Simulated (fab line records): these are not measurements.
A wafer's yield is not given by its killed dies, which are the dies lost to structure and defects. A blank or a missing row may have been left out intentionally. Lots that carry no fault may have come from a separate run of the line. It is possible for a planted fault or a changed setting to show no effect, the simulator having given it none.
fab line records | flow n5Finfet
record: lots: 4 | wafers: 12 | lastDay: 17
route steps=1938 shown MOL_CONTACT_COAG@597 BEOL_M4@1111 PASSIVATION@1936
lots that met no fault: from a run of the same line without faults
startH: hours from the record's first day to the start of the lot's first wafer shown | waitH: hours since the lot's step before | " as in the row above | L1.1+2: one row covering several wafers at once | - no value, or no start was given | * or withheld: withheld | < > ~ a bound
route shown NAME@n: a module of which the file shows steps, and the number in the route of the first | usual: average and standard deviation across the fault-free wafers | same: alike in all rows | chamber/n: place in a boat | sites: each site's reading | _std_site: their standard deviation | _edge_site: mean of outer sites minus mean of inner sites | radiusMm: for every site, how far away it sits from the centre of the wafer | mask NAME#n: copy n | behind: the last tool/chamber to shape the wafer | hold: what put the lot on hold/how long, in hours/how the hold closed | device: names the non-switching transistor (n, p or np) | end of line: tests run on the same wafers once the route is complete | a step without rows: its recipe alone | killed: dies that structure and defects cost at the first sort, which is not the same as the wafer's yield | map: shows each die of a wafer: x if killed, . if not, _ if none is there
set.NAME: the setting the step ran with; set.NAME@STEP: the setting that earlier step ran with | model.NAME: the simulator's own value behind a step, which no gauge read
certain route steps with their lots: each step a table, each wafer a row
services: when a tool's chamber went out of use (startH, in hours from the record's first day, below 0 if earlier), for how many hours, and the reason
== steps ==
step: N5_MOL_CONTACT_COAG_EBR_36
recipe: solvent: PGMEA | ebrWidthMm: 1.5
step: N5_MOL_CONTACT_COAG_SOFTBAKE_35
recipe: tempC: 110 | timeS: 60 | resist: CAR-EUV
step: N5_MOL_CONTACT_COAG_EXPOSE_37
recipe: maskId: VD | na: 0.33 | sourceShape: annular | sigmaInner: 0.3 | sigmaOuter: 0.7 | polarization: unpolarized | defocusNm: 0 | doseMj: 62
step: N5_MOL_CONTACT_COAG_PEB_38
recipe: pebTempC: 100 | pebTimeS: 60 | resist: CAR-EUV
step: N5_MOL_CONTACT_COAG_DEVELOP_39
recipe: developTimeS: 30 | developer: TMAH | resist: CAR-EUV | rinseLiquid: surfactantRinse | dry: airSpin | devTempC: 23
step: N5_MOL_CONTACT_COAG_DESCUM_45
recipe: chemistry: O2 | timeS: 7 | sourcePowerW: 50 | biasPowerW: 20 | pressureMtorr: 20 | rfFrequencyHz: 2.712e+07 | tempC: 40 | resist: CAR-EUV | o2FlowSccm: 225
step: N5_MOL_CONTACT_COAG_ETCH_65
recipe: chemistry: N2/H2 | target: underlayer | targetDepthA: 130 | maskMaterial: CAR-EUV | timeS: 10.4 | ionEnergyEv: 200 | pressureMtorr: 30 | sourceW: 840 | biasW: 150 | n2FlowSccm: 200 | h2FlowSccm: 200 | ends: cleared
step: N5_MOL_CONTACT_COAG_ETCH_66
recipe: chemistry: CF4 | target: SiARC | targetDepthA: 130 | maskMaterial: CAR-EUV | timeS: 21.7 | ionEnergyEv: 80 | pressureMtorr: 40 | sourceW: 545 | biasW: 36 | Ar_flow_sccm: 100 | cf4FlowSccm: 100 | ends: cleared
step: N5_MOL_CONTACT_COAG_ALD_133
recipe: material: SiO2 | targetThkA: 50 | tempC: 100 | aldPrecursorFamily: BDEAS | aldCoReactant: O2-plasma | pulseTimeS: 1 | coReactantPulseTimeS: 1 | purgeTimeS: 2 | coReactantPurgeTimeS: 2 | aldCycles: 35 | pressureTorr: 2
step: N5_MOL_CONTACT_COAG_ETCHBACK_134
recipe: chemistry: CHF3 | target: SiO2 | targetDepthA: 100 | timeS: 6.7 | ionEnergyEv: 200 | pressureMtorr: 30 | sourceW: 610 | biasW: 170 | Ar_flow_sccm: 200 | CHF3_flow_sccm: 50
usual: CHF3_flow_sccm: 49.98/0.15 | biasW: 170.0/0.51 | drypumpMotorCurrentA: 5.6/0.43 | oesProductAu: 0.79/0.082 | rfVppV: 522/4 | showerheadPlenumPTorr: 2.39/0.082 | throttleValvePct: 18.74/0.28
lot.wafer | tool       | chamber | startH | waitH | CHF3_flow_sccm | biasW | drypumpMotorCurrentA | oesProductAu | rfHoursCounterH | rfVppV | showerheadPlenumPTorr | throttleValvePct | model.CAR-EUV_of_MOL_CONTACT_COAG_COAT_34.thkNm
L749.2    | rieDiel-05 | 1       | 197.79 | 0.1   | -              | -     | -                    | -            | -               | -      | -                     | -                | 16.8
L749.5    | "          | 3       | "      | "     | -              | -     | -                    | -            | -               | -      | -                     | -                | 16.8
L749.6    | "          | 0       | "      | "     | -              | -     | -                    | -            | -               | -      | -                     | -                | 17
L750.1    | rieDiel-06 | 3       | 204.51 | 0.1   | -              | -     | -                    | -            | -               | -      | -                     | -                | 17
L750.3    | "          | 2       | "      | "     | -              | -     | -                    | -            | -               | -      | -                     | -                | 17
L750.4    | "          | 0       | "      | "     | -              | -     | -                    | -            | -               | -      | -                     | -                | 17.2
L753.2    | rieDiel-06 | 2       | 219.79 | 0.2   | 49.90          | 170.5 | 5.8                  | 0.70         | 226             | 517    | 2.35                  | 18.94            | 15.8
L753.3    | "          | 1       | "      | "     | 50.05          | 170.3 | 6.2                  | 0.85         | 54              | 518    | 2.52                  | 18.83            | 15.6
L753.4    | "          | 2       | "      | "     | 49.79          | 170.2 | 5.8                  | 0.71         | -               | 518    | 2.35                  | 18.94            | 15.6
L755.2    | rieDiel-06 | 2       | 239.47 | 0.1   | 49.85          | 170.3 | 5.8                  | 0.69         | 234             | 516    | 2.35                  | 18.96            | 15.6
L755.3    | "          | 1       | "      | "     | 49.91          | 170.3 | 6.3                  | 0.84         | 63              | 518    | 2.52                  | 18.83            | 15.6
L755.6    | "          | 2       | "      | "     | 49.96          | 169.8 | 5.8                  | 0.69         | -               | 517    | 2.35                  | 18.97            | 15.6
step: N5_MOL_CONTACT_COAG_ETCH_67
recipe: chemistry: N2/H2 | target: SOC | targetDepthA: 600 | overetchA: 210 | maskMaterial: SiARC | tempC: 40 | timeS: 101.2 | ionEnergyEv: 200 | pressureMtorr: 30 | sourceW: 840 | biasW: 150 | n2FlowSccm: 200 | h2FlowSccm: 200
step: N5_BEOL_M4_RC_MEAS_101
usual: DIBL_N: 35.7/1.3 | DIBL_P: 35.4/1.8 | IOFF_N: 0.152/0.027 | IOFF_P: 0.20/0.034 | ION_N: 672/9.8 | ION_P: 461/7.5 | SS_N: 71.4/0.55 | SS_P: 73.1/0.61 | VT_N: 251/3.3 | VT_P: -251/3.6
lot.wafer | tool      | chamber | startH | waitH | DIBL_N[mV/V] | DIBL_P[mV/V] | IOFF_N[nA/um] | IOFF_P[nA/um] | ION_N[uA/um] | ION_P[uA/um] | SS_N[mV/dec] | SS_P[mV/dec] | VT_N[mV] | VT_P[mV]
L753.2    | prober-02 | 0       | 281.75 | 0.8   | 36.6         | 36.9         | 0.156         | 0.19          | 670          | 456          | 71.6         | 73.8         | 249      | -252
L753.3    | "         | 0       | "      | "     | 35.5         | 35.8         | 0.146         | 0.17          | 668          | 451          | 71.1         | 72.8         | 249      | -257
L753.4    | "         | 0       | "      | "     | 33.7         | 33.4         | 0.118         | 0.14          | 657          | 449          | 71.7         | 72.6         | 251      | -258
L755.2    | prober-01 | 0       | 308.32 | 0.2   | 36.9         | 37.5         | 0.164         | 0.22          | 682          | 465          | 71.1         | 73.7         | 249      | -254
L755.3    | "         | 0       | "      | "     | 35.3         | 35.2         | 0.132         | 0.17          | 670          | 456          | 70.9         | 73.0         | 252      | -253
L755.6    | "         | 0       | "      | "     | 36.3         | 36.8         | 0.148         | 0.20          | 674          | 459          | 71.1         | 73.7         | 252      | -251
step: N5_PASSIVATION_PROBE_49
usual: defectLimitedYield: 91.5/1.3 | killed_at_M0_to_M3: 33/11 | killed_at_M4_up: 14/5.3 | killedAtContacts: 11/6.3 | killedAtFrontEnd: 38/10 | killedAtOther: 3.7/2.8 | killedDies: 101/16 | killedOnRim: 13/3.4 | killedOpen: 67/12 | killedShort: 32/7.4 | sort_bin_5_function: 5.0/0.86 | sort_bin_6_memory: 3.2/0.69 | sortNPass: 1079/16 | sortYieldPct: 91.5/1.3
same: grossDies: 1180 | killedAtBackSide: 0 | sort_bin_4_leakage[%]: 0 | sort_bin_8_speed[%]: 0
lot.wafer | tool      | chamber | startH | waitH | defectLimitedYield[%] | killed_at_M0_to_M3 | killed_at_M4_up | killedAtContacts | killedAtFrontEnd | killedAtOther | killedDies | killedOnRim | killedOpen | killedShort | sort_bin_5_function[%] | sort_bin_6_memory[%] | sortNPass | sortYieldPct[%]
L749.2    | prober-02 | -       | 362.82 | 0.1   | 0                     | 60                 | 9               | 1075             | 31               | 5             | 1180       | 152         | 74         | 37          | 96.4                   | 3.4                  | 0         | 0
L749.5    | prober-02 | -       | 362.97 | 0.2   | 0                     | 38                 | 10              | 1077             | 51               | 4             | 1180       | 152         | 79         | 33          | 95.8                   | 3.9                  | 0         | 0
L749.6    | prober-02 | -       | 363.02 | 0.3   | 0                     | 25                 | 3               | 1113             | 36               | 3             | 1180       | 152         | 39         | 28          | 97.7                   | 2.0                  | 0         | 0
L750.1    | prober-02 | -       | 381.75 | 0.0   | 0                     | 38                 | 7               | 1079             | 46               | 10            | 1180       | 152         | 73         | 34          | 95.3                   | 4.2                  | 0         | 0
L750.3    | prober-02 | -       | 381.85 | 0.1   | 0                     | 36                 | 16              | 1088             | 35               | 5             | 1180       | 152         | 59         | 35          | 96.5                   | 3.4                  | 0         | 0
L750.4    | prober-02 | -       | 381.90 | 0.2   | 0                     | 59                 | 13              | 1064             | 39               | 5             | 1180       | 152         | 85         | 35          | 95.4                   | 4.4                  | 0         | 0
L753.2    | prober-01 | -       | 386.35 | 0.1   | 93.1                  | 21                 | 18              | 9                | 31               | 3             | 82         | 11          | 52         | 30          | 3.9                    | 3.0                  | 1098      | 93.1
L753.3    | prober-01 | -       | 386.40 | 0.1   | 91.1                  | 31                 | 25              | 18               | 26               | 5             | 105        | 12          | 70         | 33          | 4.9                    | 3.8                  | 1075      | 91.1
L753.4    | prober-01 | -       | 386.45 | 0.2   | 93.5                  | 19                 | 15              | 11               | 31               | 1             | 77         | 13          | 60         | 16          | 4.4                    | 1.9                  | 1103      | 93.5
L755.2    | prober-01 | -       | 408.47 | 0.1   | 90.4                  | 39                 | 19              | 6                | 45               | 4             | 113        | 16          | 81         | 29          | 5.8                    | 3.6                  | 1067      | 90.4
L755.3    | prober-01 | -       | 408.52 | 0.1   | 89.2                  | 39                 | 19              | 7                | 51               | 11            | 127        | 17          | 85         | 38          | 7.0                    | 3.6                  | 1053      | 89.2
L755.6    | prober-01 | -       | 408.67 | 0.3   | 92.3                  | 43                 | 10              | 11               | 27               | 0             | 91         | 12          | 57         | 33          | 5.1                    | 2.5                  | 1089      | 92.3
killed by level:class
L749.2 MOL_CONTACT_COAG:areaEtchback=1068 BEOL_M0_SAQP:geometricParticle:open=18 STI_FIN_REVEAL:geometricParticle:open=16 BEOL_M0_SAQP:geometricParticle:short=16 BEOL_M3:geometricParticle:open=10 MOL_CONTACT_COAG:geometricParticle:open=7 ILD0:geometricParticle:short=5 BEOL_M2:geometricParticle:open=5
L749.5 MOL_CONTACT_COAG:areaEtchback=1067 STI_FIN_REVEAL:geometricParticle:open=20 BEOL_M0_SAQP:geometricParticle:short=12 BEOL_M3:geometricParticle:open=11 MOL_CONTACT_COAG:geometricParticle:open=10 FIN_SAQP:geometricParticle:short=9 FIN_SAQP:geometricParticle:open=6 BEOL_M0_SAQP:geometricParticle:open=6
L749.6 MOL_CONTACT_COAG:areaEtchback=1111 STI_FIN_REVEAL:geometricParticle:open=9 FIN_SAQP:geometricParticle:short=6 BEOL_M3:geometricParticle:open=6 STI_FIN_REVEAL:geometricParticle:short=5 GATE_CUT:geometricParticle:open=4 GATE_CUT:geometricParticle:short=4 BEOL_M1:geometricParticle:open=4
L750.1 MOL_CONTACT_COAG:areaEtchback=1073 BEOL_M3:geometricParticle:open=16 FIN_SAQP:geometricParticle:short=10 FIN_SAQP:geometricParticle:open=9 BEOL_M1:geometricParticle:open=8 STI_FIN_REVEAL:geometricParticle:open=7 BEOL_M2:geometricParticle:open=5 BEOL_M7:geometricParticle:open=3
L750.3 MOL_CONTACT_COAG:areaEtchback=1083 BEOL_M1:geometricParticle:open=10 FIN_SAQP:geometricParticle:short=9 BEOL_M3:geometricParticle:open=9 BEOL_M2:geometricParticle:open=8 BEOL_M4:geometricParticle:open=5 STARTING-WAFER:geometricParticle:short=5 DUMMY_GATE:geometricParticle:short=4
L750.4 MOL_CONTACT_COAG:areaEtchback=1060 BEOL_M1:geometricParticle:open=17 BEOL_M0_SAQP:geometricParticle:open=13 BEOL_M3:geometricParticle:open=10 FIN_SAQP:geometricParticle:short=6 STI_FIN_REVEAL:geometricParticle:open=6 BEOL_M0_SAQP:geometricParticle:short=6 BEOL_M2:geometricParticle:open=6
L753.2 MOL_CONTACT_COAG:geometricParticle:open=8 GATE_CUT:geometricParticle:short=6 BEOL_M4:geometricParticle:open=6 FIN_SAQP:geometricParticle:open=5 SPACER0:geometricParticle:short=5 BEOL_M0_SAQP:geometricParticle:short=5 BEOL_M2:geometricParticle:open=5 BEOL_M0_SAQP:geometricParticle:open=4
L753.3 BEOL_M4:geometricParticle:open=13 MOL_CONTACT_COAG:geometricParticle:open=13 STARTING-WAFER:geometricParticle:open=7 MOL_CONTACT_COAG:geometricParticle:short=5 BEOL_M2:geometricParticle:open=5 BEOL_M3:geometricParticle:open=5 BEOL_M3:geometricParticle:short=5 BEOL_M5:geometricParticle:open=5
L753.4 MOL_CONTACT_COAG:geometricParticle:open=9 BEOL_M2:geometricParticle:open=9 FIN_SAQP:geometricParticle:open=6 FIN_SAQP:geometricParticle:short=5 DUMMY_GATE:geometricParticle:open=5 BEOL_M5:geometricParticle:open=5 BEOL_M0_SAQP:geometricParticle:open=4 STARTING-WAFER:geometricParticle:open=4
L755.2 FIN_SAQP:geometricParticle:open=14 BEOL_M4:geometricParticle:open=12 BEOL_M2:geometricParticle:open=10 BEOL_M0_SAQP:geometricParticle:open=10 DUMMY_GATE:geometricParticle:open=8 BEOL_M3:geometricParticle:open=7 BEOL_M0_SAQP:geometricParticle:short=6 FIN_SAQP:geometricParticle:short=5
L755.3 FIN_SAQP:geometricParticle:open=20 BEOL_M2:geometricParticle:open=12 BEOL_M0_SAQP:geometricParticle:short=10 BEOL_M0_SAQP:geometricParticle:open=7 MOL_CONTACT_COAG:geometricParticle:open=6 STI_FIN_REVEAL:geometricParticle:open=5 GATE_CUT:geometricParticle:open=5 BEOL_M4:geometricParticle:open=5
L755.6 BEOL_M0_SAQP:geometricParticle:short=11 MOL_CONTACT_COAG:geometricParticle:open=9 BEOL_M0_SAQP:geometricParticle:open=8 BEOL_M3:geometricParticle:open=8 FIN_SAQP:geometricParticle:open=6 FIN_SAQP:geometricParticle:short=5 BEOL_M4:geometricParticle:open=5 BEOL_M3:geometricParticle:short=4
map L749.2 (x killed, . not)
_________________xxxxxxxxxxxx________________
______________xxxxxxxxxxxxxxxxxx_____________
___________xxxxxxxxxxxxxxxxxxxxxxxx__________
__________xxxxxxxxxxxxxxxxxxxxxxxxxx_________
________xxxxxxxxxxxxxxxxxxxxxxxxxxxxxx_______
_______xxxxxxxxxxxxxxxxxxxxxxxxxxxxxxxx______
______xxxxxxxxxxxxxxxxxxxxxxxxxxxxxxxxxx_____
_____xxxxxxxxxxxxxxxxxxxxxxxxxxxxxxxxxxxx____
____xxxxxxxxxxxxxxxxxxxxxxxxxxxxxxxxxxxxxx___
___xxxxxxxxxxxxxxxxxxxxxxxxxxxxxxxxxxxxxxxx__
___xxxxxxxxxxxxxxxxxxxxxxxxxxxxxxxxxxxxxxxx__
__xxxxxxxxxxxxxxxxxxxxxxxxxxxxxxxxxxxxxxxxxx_
__xxxxxxxxxxxxxxxxxxxxxxxxxxxxxxxxxxxxxxxxxx_
_xxxxxxxxxxxxxxxxxxxxxxxxxxxxxxxxxxxxxxxxxxxx
_xxxxxxxxxxxxxxxxxxxxxxxxxxxxxxxxxxxxxxxxxxxx
_xxxxxxxxxxxxxxxxxxxxxxxxxxxxxxxxxxxxxxxxxxxx
_xxxxxxxxxxxxxxxxxxxxxxxxxxxxxxxxxxxxxxxxxxxx
_xxxxxxxxxxxxxxxxxxxxxxxxxxxxxxxxxxxxxxxxxxxx
_xxxxxxxxxxxxxxxxxxxxxxxxxxxxxxxxxxxxxxxxxxxx
_xxxxxxxxxxxxxxxxxxxxxxxxxxxxxxxxxxxxxxxxxxxx
_xxxxxxxxxxxxxxxxxxxxxxxxxxxxxxxxxxxxxxxxxxxx
__xxxxxxxxxxxxxxxxxxxxxxxxxxxxxxxxxxxxxxxxxx_
__xxxxxxxxxxxxxxxxxxxxxxxxxxxxxxxxxxxxxxxxxx_
___xxxxxxxxxxxxxxxxxxxxxxxxxxxxxxxxxxxxxxxx__
___xxxxxxxxxxxxxxxxxxxxxxxxxxxxxxxxxxxxxxxx__
____xxxxxxxxxxxxxxxxxxxxxxxxxxxxxxxxxxxxxx___
_____xxxxxxxxxxxxxxxxxxxxxxxxxxxxxxxxxxxx____
______xxxxxxxxxxxxxxxxxxxxxxxxxxxxxxxxxx_____
_______xxxxxxxxxxxxxxxxxxxxxxxxxxxxxxxx______
________xxxxxxxxxxxxxxxxxxxxxxxxxxxxxx_______
__________xxxxxxxxxxxxxxxxxxxxxxxxxx_________
___________xxxxxxxxxxxxxxxxxxxxxxxx__________
______________xxxxxxxxxxxxxxxxxx_____________
_________________xxxxxxxxxxxx________________
map L750.1 (x killed, . not)
_________________xxxxxxxxxxxx________________
______________xxxxxxxxxxxxxxxxxx_____________
___________xxxxxxxxxxxxxxxxxxxxxxxx__________
__________xxxxxxxxxxxxxxxxxxxxxxxxxx_________
________xxxxxxxxxxxxxxxxxxxxxxxxxxxxxx_______
_______xxxxxxxxxxxxxxxxxxxxxxxxxxxxxxxx______
______xxxxxxxxxxxxxxxxxxxxxxxxxxxxxxxxxx_____
_____xxxxxxxxxxxxxxxxxxxxxxxxxxxxxxxxxxxx____
____xxxxxxxxxxxxxxxxxxxxxxxxxxxxxxxxxxxxxx___
___xxxxxxxxxxxxxxxxxxxxxxxxxxxxxxxxxxxxxxxx__
___xxxxxxxxxxxxxxxxxxxxxxxxxxxxxxxxxxxxxxxx__
__xxxxxxxxxxxxxxxxxxxxxxxxxxxxxxxxxxxxxxxxxx_
__xxxxxxxxxxxxxxxxxxxxxxxxxxxxxxxxxxxxxxxxxx_
_xxxxxxxxxxxxxxxxxxxxxxxxxxxxxxxxxxxxxxxxxxxx
_xxxxxxxxxxxxxxxxxxxxxxxxxxxxxxxxxxxxxxxxxxxx
_xxxxxxxxxxxxxxxxxxxxxxxxxxxxxxxxxxxxxxxxxxxx
_xxxxxxxxxxxxxxxxxxxxxxxxxxxxxxxxxxxxxxxxxxxx
_xxxxxxxxxxxxxxxxxxxxxxxxxxxxxxxxxxxxxxxxxxxx
_xxxxxxxxxxxxxxxxxxxxxxxxxxxxxxxxxxxxxxxxxxxx
_xxxxxxxxxxxxxxxxxxxxxxxxxxxxxxxxxxxxxxxxxxxx
_xxxxxxxxxxxxxxxxxxxxxxxxxxxxxxxxxxxxxxxxxxxx
__xxxxxxxxxxxxxxxxxxxxxxxxxxxxxxxxxxxxxxxxxx_
__xxxxxxxxxxxxxxxxxxxxxxxxxxxxxxxxxxxxxxxxxx_
___xxxxxxxxxxxxxxxxxxxxxxxxxxxxxxxxxxxxxxxx__
___xxxxxxxxxxxxxxxxxxxxxxxxxxxxxxxxxxxxxxxx__
____xxxxxxxxxxxxxxxxxxxxxxxxxxxxxxxxxxxxxx___
_____xxxxxxxxxxxxxxxxxxxxxxxxxxxxxxxxxxxx____
______xxxxxxxxxxxxxxxxxxxxxxxxxxxxxxxxxx_____
_______xxxxxxxxxxxxxxxxxxxxxxxxxxxxxxxx______
________xxxxxxxxxxxxxxxxxxxxxxxxxxxxxx_______
__________xxxxxxxxxxxxxxxxxxxxxxxxxx_________
___________xxxxxxxxxxxxxxxxxxxxxxxx__________
______________xxxxxxxxxxxxxxxxxx_____________
_________________xxxxxxxxxxxx________________
== services ==
tool       | chamber | startH | hours | kind
rieDiel-06 | -       | 186.01 | 2.8   | pm
rieDiel-06 | 2       | 193.07 | 5.0   | repair
rieDiel-06 | 3       | 217.63 | -     | clean
rieDiel-06 | 3       | 217.63 | -     | consumableReplace:focusRing
rieDiel-06 | 3       | 217.63 | 24.0  | scheduledDown
rieDiel-06 | 3       | 217.63 | 24.0  | ventCycle
== key ==
firstSign: step: N5_MOL_CONTACT_COAG_ETCHBACK_134 | reading: toolRecord | direction: missing
effect: step: N5_PASSIVATION_PROBE_49 | reading: killedAtContacts | direction: up | sigmas: 99+ | usual: 11 | struck: 1083
modelEffect: step: N5_MOL_CONTACT_COAG_ETCHBACK_134 | value: CAR-EUV_of_MOL_CONTACT_COAG_COAT_34.thkNm | without: 15.53 | struck: 16.97
moreKillsBornAt: N5_MOL_CONTACT_COAG_ETCHBACK_134@rieDiel-05: 3246 | N5_MOL_CONTACT_COAG_ETCHBACK_134@rieDiel-06: 3216
metAt N5_MOL_CONTACT_COAG_ETCHBACK_134
struckWafers L749.2,L749.5,L749.6,L750.1,L750.3,L750.4
laterRowsLeftOut L749.2,L749.5,L749.6,L750.1,L750.3,L750.4
fault: kind: skippedStepWhole | tool: rieDiel-05,rieDiel-06 | chamber: - | onsetH: 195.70 | steps: N5_MOL_CONTACT_COAG_ETCHBACK_134 | scope: struckLotsOnly
laterRowsLeftOut: the simulator's readings of these wafers behind a module that went badly wrong aren't trusted and aren't shown, but for the sort
